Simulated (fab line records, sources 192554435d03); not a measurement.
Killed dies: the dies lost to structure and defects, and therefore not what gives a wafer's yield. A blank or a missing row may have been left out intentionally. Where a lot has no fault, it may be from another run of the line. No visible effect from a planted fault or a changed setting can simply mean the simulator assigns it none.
Which tool is to blame? -- flow n5Finfet -- 11 lots with 29 wafers sampled at 5 steps, on a route of 1938 steps

WHAT THE GAUGES READ, wafer by wafer
N5_BEOL_M4_RC_MEAS_101. Usual: DIBL_N 36.5 mV/V, standard deviation 2.2; DIBL_P 36.9 mV/V, standard deviation 2.9; IOFF_N 0.17 nA/um, standard deviation 0.044; IOFF_P 0.22 nA/um, standard deviation 0.052; ION_N 671 uA/um, standard deviation 16; ION_P 461 uA/um, standard deviation 10; SS_N 71.6 mV/dec, standard deviation 0.73; SS_P 73.5 mV/dec, standard deviation 0.79; VT_N 250 mV, standard deviation 4.1; VT_P -250 mV, standard deviation 4.1.
lot,measured,on,DIBL_N (mV/V),DIBL_P (mV/V),IOFF_N (nA/um),IOFF_P (nA/um),ION_N (uA/um),ION_P (uA/um),SS_N (mV/dec),SS_P (mV/dec),VT_N (mV),VT_P (mV),flag
L126,day 9 04:32,prober-02,35.9 36.7 35.2,36.2 36.3 36.0,0.15 0.15 0.14,0.21 0.20 0.21,666 656 664,459 453 461,70.7 71.3 71.9,73.0 73.7 73.2,249 250 253,-249 -252 -248,
L127,day 9 11:28,prober-01,34.2 37.0 35.7,34.5 38.1 37.1,0.11 0.16 0.13,0.18 0.22 0.21,655 655 668,451 448 463,71.1 72.2 71.2,72.1 73.3 72.9,258 250 252,-254 -252 -251,
L128,day 9 15:00,prober-01,37.2 35.6 36.1,35.2 36.2 35.9,0.16 0.14 0.15,0.19 0.22 0.22,653 658 670,439 462 457,72.2 71.2 71.4,72.8 72.7 73.2,253 254 253,-253 -250 -251,
L130,day 9 15:44,prober-02,36.2 35.3 36.0,37.7 36.1 37.1,0.19 0.17 0.16,0.27 0.24 0.24,680 671 668,476 462 467,71.6 70.7 71.7,73.3 73.0 74.0,245 249 251,-245 -247 -249,
L131,day 9 21:05,prober-01,37.5 34.3 36.0,38.7 35.8 36.9,0.20 0.14 0.16,0.24 0.20 0.20,692 654 671,466 450 457,72.0 71.6 72.1,74.6 73.7 73.9,246 253 251,-251 -252 -249,
L140,day 13 03:30,prober-01,38.2 37.5,39.8 38.9,0.20 0.18,0.25 0.24,684 670,468 459,72.4 72.2,73.7 73.6,249 249,-249 -251,
L143,day 13 09:13,prober-01,32.5 40.5 35.3,32.7 41.8 35.7,0.11 0.22 0.14,0.14 0.26 0.18,658 677 657,455 461 453,69.8 72.3 70.3,71.9 75.3 73.5,252 247 251,-255 -249 -253,
L144,day 13 09:28,prober-02,34.6 36.5,34.3 37.3,0.13 0.18,0.16 0.20,652 669,445 453,71.5 71.7,72.7 73.7,253 245,-253 -250,
L146,day 14 06:13,prober-02,38.1 36.0,37.4 34.1,0.16 0.12,0.24 0.16,648 654,447 448,71.6 71.5,74.0 72.8,252 256,-250 -254,
L147,day 14 05:49,prober-01,35.3 38.1 37.8,35.5 38.7 39.4,0.14 0.18 0.17,0.18 0.23 0.25,666 674 668,461 463 461,70.9 71.7 71.4,73.1 74.3 74.4,250 247 248,-252 -249 -252,
L148,day 15 04:48,prober-01,40.2 42.3,42.9 44.0,0.23 0.28,0.29 0.33,669 702,456 471,72.3 73.4,74.7 75.0,248 242,-247 -243,

WHICH TOOL RAN EACH LOT (tool, then ch and the chambers of the sampled wafers, then the start)
lot,N5_HKMG_FIN_W_FILL_22,N5_HKMG_FIN_CMP_23,N5_GATE_CUT_CMP_02,N5_GATE_CUT_COAT_27
L126,"cvdW-02 ch 0,1, day 4 17:42","cmp-01 ch 0,1, day 4 17:49","cmp-03 ch 0,1,3, day 4 21:43","lithoTrack-02 ch 0, day 4 22:00"
L127,"cvdW-01 ch 0,1, day 5 02:28","cmp-01 ch 0,2,3, day 5 02:43","cmp-02 ch 0,3, day 5 06:19","lithoTrack-02 ch 0, day 5 06:44"
L128,"cvdW-01 ch 0,1, day 5 09:07","cmp-04 ch 0,1,3, day 5 09:18","cmp-01 ch 0,2,3, day 5 12:58","lithoTrack-02 ch 0, day 5 13:19"
L130,"cvdW-02 ch 0,1, day 5 13:54","cmp-04 ch 0,2,3, day 5 14:01","cmp-03 ch 1,2,3, day 5 17:44","lithoTrack-02 ch 0, day 5 18:08"
L131,"cvdW-02 ch 0,1, day 5 17:52","cmp-02 ch 0,1,3, day 5 18:02","cmp-02 ch 1,2,3, day 5 21:40","lithoTrack-02 ch 0, day 5 21:59"
L140,"cvdW-02 ch 0,1, day 8 01:40","cmp-01 ch 0,2, day 8 01:55","cmp-03 ch 2,3, day 8 06:10","lithoTrack-01 ch 0, day 8 06:34"
L143,"cvdW-02 ch 0,1, day 8 19:21","cmp-02 ch 1,2, day 8 19:28","cmp-02 ch 0,2,3, day 8 23:18","lithoTrack-05 ch 0, day 8 23:38"
L144,"cvdW-02 ch 0,1, day 9 00:54","cmp-01 ch 0,3, day 9 01:19","cmp-01 ch 1,2, day 9 08:30","lithoTrack-02 ch 0, day 9 08:46"
L146,"cvdW-01 ch 0, day 9 14:58","cmp-01 ch 0,2, day 9 15:04","cmp-01 ch 0,1, day 9 18:52","lithoTrack-02 ch 0, day 9 19:16"
L147,"cvdW-01 ch 0,1, day 9 19:07","cmp-01 ch 0,2,3, day 9 19:19","cmp-02 ch 1,2,3, day 9 23:08","lithoTrack-02 ch 0, day 9 23:31"
L148,"cvdW-02 ch 0, day 10 01:26","cmp-02 ch 0,3, day 10 01:32","cmp-02 ch 0,3, day 10 05:30","lithoTrack-01 ch 0, day 10 05:52"
- N5_HKMG_FIN_W_FILL_22: material W, target thk 60 nm, time 18.2 s.
- N5_HKMG_FIN_CMP_23: polishes, stops on SiNx, t overpolish 10 s, target thk 46.326 nm.
- N5_GATE_CUT_CMP_02: polishes, stops on SiO2, t overpolish 12.7 s, target thk 0 nm.
- N5_GATE_CUT_COAT_27: time 60 s, resist thk 10 nm.

AS READ BY THE TOOLS THEMSELVES (means over the sampled wafers that have a number; for cases with no such wafer, the mark the record gives instead)
N5_HKMG_FIN_W_FILL_22. Usual: heaterPowerW 913 W, standard deviation 100; throttleValvePct 19.2 %, standard deviation 0.71.
lot,tool,heaterPowerW (W),throttleValvePct (%),flag
L126,cvdW-02,947,18.8,
L127,cvdW-01,899,19.1,
L128,cvdW-01,811,19.5,
L130,cvdW-02,966,19.4,
L131,cvdW-02,986,19.4,
L140,cvdW-02,961,19.2,
L143,cvdW-02,986,19.7,
L144,cvdW-02,978,19.2,
L146,cvdW-01,962,18.9,
L147,cvdW-01,807,19.7,
L148,cvdW-02,1009,20.1,

N5_HKMG_FIN_CMP_23. Usual: motorCurrentA 12.0 A, standard deviation 1.1; overpolishRunS 10.001 s, standard deviation 0.0088; timeToEndpointS 11.8 s, standard deviation 2.9.
lot,tool,motorCurrentA (A),overpolishRunS (s),timeToEndpointS (s),flag
L126,cmp-01,12.2,10.003,14.1,
L127,cmp-01,12.5,10.000,14.4,
L128,cmp-04,12.9,10.004,9.6,
L130,cmp-04,12.0,10.009,5.4,
L131,cmp-02,11.5,9.998,11.9,
L140,cmp-01,12.8,10.010,15.2,
L143,cmp-02,9.8,10.006,12.8,
L144,cmp-01,12.2,9.996,13.4,
L146,cmp-01,12.9,10.004,14.2,
L147,cmp-01,12.2,10.011,11.2,
L148,cmp-02,11.6,10.000,7.9,

N5_GATE_CUT_CMP_02. Usual: motorCurrentA 8.7 A, standard deviation 0.87; overpolishRunS 12.701 s, standard deviation 0.0089; timeToEndpointS 25 s, standard deviation 3.5.
lot,tool,motorCurrentA (A),overpolishRunS (s),timeToEndpointS (s),flag
L126,cmp-03,8.9,12.697,22,
L127,cmp-02,8.9,12.707,23,
L128,cmp-01,9.4,12.702,26,
L130,cmp-03,9.3,12.704,27,
L131,cmp-02,8.0,12.703,27,
L140,cmp-03,8.8,12.715,25,
L143,cmp-02,8.0,12.697,25,
L144,cmp-01,8.9,12.704,28,
L146,cmp-01,9.2,12.697,27,
L147,cmp-02,8.1,12.704,26,
L148,cmp-02,9.1,12.710,22,

N5_GATE_CUT_COAT_27. Usual: exhaustPa 44.9 Pa, standard deviation 0.91; heaterPowerTotalW 391.6 W, standard deviation 1.3; plateTempC 205.02 C, standard deviation 0.16.
lot,tool,exhaustPa (Pa),heaterPowerTotalW (W),plateTempC (C),flag
L126,lithoTrack-02,44.5,392.6,205.09,
L127,lithoTrack-02,43.0,392.1,205.14,
L128,lithoTrack-02,44.7,392.3,205.19,
L130,lithoTrack-02,44.9,384.2,202.58,OFF
L131,lithoTrack-02,45.1,385.2,202.46,OFF
L140,lithoTrack-01,45.7,391.9,205.19,
L143,lithoTrack-05,44.6,391.3,204.98,
L144,lithoTrack-02,45.1,391.5,204.80,
L146,lithoTrack-02,44.6,391.9,205.06,
L147,lithoTrack-02,44.6,391.7,204.93,
L148,lithoTrack-01,45.6,389.9,204.94,

THE ANSWER, worked out from the rows above alone
Rule: a lot is off if the mean of its wafers that have a number lies more than 3 standard deviations from the usual mean. A lot without any number at a reading at which 4 lots or more have one is off too. The other lots that the step has rows for count as sound. Order of review: gauges by route order, followed by the tools' own readings, for which a lot's mean as printed above is used. The first step at which some lot is off is used, and at that step the reading that is off furthest; a lot without a number counts as furthest.
Off, at N5_GATE_CUT_COAT_27 on plateTempC: L130, L131.
A tool fits if, at that step or a process step before it, it ran every lot that is off, and no sound lot after the first of them. Not one of the candidates tried fits.

WHAT WAS PUT IN BY THE SIMULATOR
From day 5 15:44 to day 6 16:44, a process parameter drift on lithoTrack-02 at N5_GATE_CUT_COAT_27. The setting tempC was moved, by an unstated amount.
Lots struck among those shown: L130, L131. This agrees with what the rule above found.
